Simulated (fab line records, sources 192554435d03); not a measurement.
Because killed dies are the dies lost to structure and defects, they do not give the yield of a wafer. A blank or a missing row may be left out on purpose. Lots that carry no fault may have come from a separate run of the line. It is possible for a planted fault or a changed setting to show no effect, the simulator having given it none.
Chamber matching + flow n5 finfet + N5_GATE_CUT_ALD_22 on ald sin-03: 4 sister chambers
The step deposits SiNx, target thk 16 nm, pulse time 1 s, ald cycles 320. 27 wafers are shown with their chamber, then 12 later ones without.

WAFERS, EACH WITH ITS CHAMBER
| wafer  | chamber | heater power outer w (W) | heater power w (W) | precursor pulse height rel |
|--------|---------|--------------------------|--------------------|----------------------------|
| L077.1 | 0       | 459                      | 736                | 1.007                      |
| L077.4 | 3       | 517                      | 823                | 0.991                      |
| L077.5 | 2       | 511                      | 839                | 0.993                      |
| L078.1 | 2       | 525                      | 825                | 0.990                      |
| L078.2 | 0       | 467                      | 764                | 0.981                      |
| L078.3 | 1       | 439                      | 807                | 1.030                      |
| L079.2 | 0       | 461                      | 754                | 0.990                      |
| L079.4 | 3       | 510                      | 856                | 1.000                      |
| L079.6 | 2       | 514                      | 816                | 1.008                      |
| L081.1 | 3       | 523                      | 830                | 0.975                      |
| L081.4 | 1       | 454                      | 810                | 1.005                      |
| L081.5 | 0       | 461                      | 752                | 0.999                      |
| L082.1 | 0       | 464                      | 774                | 1.012                      |
| L082.4 | 3       | 524                      | 844                | 1.000                      |
| L082.5 | 0       | 452                      | 761                | 1.007                      |
| L083.1 | 0       | 478                      | 751                | 1.028                      |
| L083.4 | 1       | 442                      | 806                | 0.987                      |
| L083.5 | 0       | 462                      | 752                | 1.035                      |
| L085.3 | 2       | 512                      | 851                | 1.041                      |
| L085.4 | 0       | 471                      | 735                | 1.011                      |
| L085.5 | 3       | 516                      | 826                | 1.028                      |
| L087.1 | 1       | 448                      | 801                | 1.022                      |
| L087.4 | 3       | 511                      | 839                | 0.963                      |
| L087.6 | 3       | 506                      | 828                | 1.005                      |
| L090.2 | 2       | 525                      | 860                | 1.026                      |
| L090.3 | 3       | 524                      | 832                | 0.980                      |
| L090.6 | 0       | 459                      | 754                | 0.985                      |

SIGNATURES (means of the wafers above)
| reading                    | chamber 0 | chamber 1 | chamber 2 | chamber 3 | scatter within a chamber |
|----------------------------|-----------|-----------|-----------|-----------|--------------------------|
| heater power outer w       | 463.40    | 445.75    | 517.40    | 516.38    | 7.02                     |
| heater power w             | 753.30    | 806.00    | 838.20    | 834.75    | 12.2                     |
| precursor pulse height rel | 1.00550   | 1.01100   | 1.01160   | 0.99275   | 0.0193                   |
Rule: a wafer's distance from a chamber is the root of the sum, over the readings, of the square of ((its reading less the chamber's mean) divided by the reading's scatter). The wafer belongs to the nearest chamber; if the next one is less than 2 further off, it can't be placed. The scatter is the square root of a quotient: the sum, over the shown wafers, of each reading's squared deviation from its chamber's mean, divided by wafers minus chambers.

WAFERS WITH NO CHAMBER GIVEN
| wafer  | heater power outer w (W) | heater power w (W) | precursor pulse height rel |
|--------|--------------------------|--------------------|----------------------------|
| L091.1 | 520                      | 818                | 0.983                      |
| L091.3 | 453                      | 796                | 1.001                      |
| L091.6 | 450                      | 729                | 0.987                      |
| L092.2 | 457                      | 810                | 1.015                      |
| L092.4 | 452                      | 746                | 0.987                      |
| L092.5 | 475                      | 767                | 0.982                      |
| L093.2 | 522                      | 849                | 1.022                      |
| L093.3 | 461                      | 805                | 1.020                      |
| L093.5 | 445                      | 800                | 0.986                      |
| L097.1 | 510                      | 819                | 0.964                      |
| L097.2 | 516                      | 845                | 1.005                      |
| L097.3 | 448                      | 800                | 1.002                      |

EACH ONE'S CHAMBER
| wafer  | from the rows above     | in truth |
|--------|-------------------------|----------|
| L091.1 | can't be placed: 3 or 2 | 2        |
| L091.3 | 1                       | 1        |
| L091.6 | 0                       | 0        |
| L092.2 | 1                       | 1        |
| L092.4 | 0                       | 0        |
| L092.5 | 0                       | 0        |
| L093.2 | can't be placed: 2 or 3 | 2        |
| L093.3 | 1                       | 1        |
| L093.5 | 1                       | 1        |
| L097.1 | can't be placed: 3 or 2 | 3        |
| L097.2 | can't be placed: 2 or 3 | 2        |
| L097.3 | 1                       | 1        |
Correct placement for 8 of the 12. Unplaceable from these rows: 4, with the true chamber sitting among the candidates in 4. Number placed wrongly: 0.
